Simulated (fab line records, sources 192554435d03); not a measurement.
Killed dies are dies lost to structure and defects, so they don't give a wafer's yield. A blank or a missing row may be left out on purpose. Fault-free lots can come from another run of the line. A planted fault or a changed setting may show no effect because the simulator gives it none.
One fault seen from 2 desks    flow n5_finfet    only its own numbers are on each desk; what lay behind them is given at the end

TOOL OWNER'S DESK, litho_track-01
The tool's own readings at N5_BEOL_M1_COAT_61 (time 60 s, resist thk 60 nm): means of the sampled wafers that have a number, for each lot that ran on this tool. Marked OUT: a lot whose mean sits more than 4 standard deviations from the usual mean, which makes it out of limits; the brackets give that distance.
Columns: A = resist_line_temp_C at N5_BEOL_M1_COAT_61, usual 22.97 C; B = spin_speed_rpm at N5_BEOL_M1_COAT_61, usual 1500.1 rpm
lot   first seen here  A      B
L479  day 6 02:25      22.93  1500.1
L481  day 6 11:38      23.02  1500.1
L489  day 8 13:31      22.95  1499.6
L490  day 8 22:58      22.89  1605.8 (+99 or more) OUT
L493  day 9 18:27      22.98  1604.8 (+99 or more) OUT
L495  day 10 02:44     22.93  1605.1 (+99 or more) OUT
Finding of this desk: L490, L493, L495 out of limits; the first was L490 at day 8 22:58, on spin_speed_rpm at N5_BEOL_M1_COAT_61. Within limits: L479, L481, L489.

THE METROLOGY DESK
What the gauges read for every lot (on any tool): the sampled wafers with a number, averaged. Marked OUT: a lot whose mean sits more than 4 standard deviations from the usual mean, which makes it out of limits; the brackets give that distance. Only the readings that lie furthest out on some lot appear, 7 of the 10 it has.
Columns: A = DIBL_N at N5_BEOL_M4_RC_MEAS_101, usual 36.5 mV/V; B = DIBL_P at N5_BEOL_M4_RC_MEAS_101, usual 36.6 mV/V; C = ION_N at N5_BEOL_M4_RC_MEAS_101, usual 671 uA/um; D = ION_P at N5_BEOL_M4_RC_MEAS_101, usual 462 uA/um; E = SS_N at N5_BEOL_M4_RC_MEAS_101, usual 71.6 mV/dec; F = VT_N at N5_BEOL_M4_RC_MEAS_101, usual 250 mV; G = VT_P at N5_BEOL_M4_RC_MEAS_101, usual -249.9 mV
lot   first seen here  A     B     C    D    E     F    G
L479  day 9 01:33      36.3  35.6  664  460  71.7  253  -251.1
L481  day 9 03:34      34.3  33.6  671  464  71.0  250  -250.3
L489  day 11 20:34     36.4  36.0  665  460  71.5  251  -249.5
L490  day 11 21:18     36.4  36.5  656  454  72.4  255  -249.9
L492  day 12 19:50     35.0  35.8  663  463  71.9  253  -250.3
L493  day 13 01:41     37.4  37.6  675  462  71.6  248  -248.9
L495  day 13 05:35     35.1  35.8  666  458  70.9  251  -248.6
L500  day 14 09:05     37.2  38.2  667  452  71.9  250  -254.0
L502  day 15 09:13     38.0  36.4  676  461  71.8  250  -250.9
This desk found nothing out of limits on any of the 9 lots.

ALL TOGETHER
An alarm could have come from the tool owner's desk at day 8 22:58, on L490, L493, L495.
Nothing out of limits was seen by the metrology desk.
The metrology desk has L490, L493, L495 on record, within its limits.
Every lot named ran N5_BEOL_M1_COAT_61 on litho_track-01.

WHAT THE SIMULATOR HAD PUT IN
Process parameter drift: litho_track-01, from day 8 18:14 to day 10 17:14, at N5_BEOL_M1_COAT_61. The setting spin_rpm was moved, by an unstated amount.
Struck lots among those shown: L490, L493, L495.
How many hours passed from the start of the fault until each desk's first out-of-limits reading: the tool owner's desk, 5.
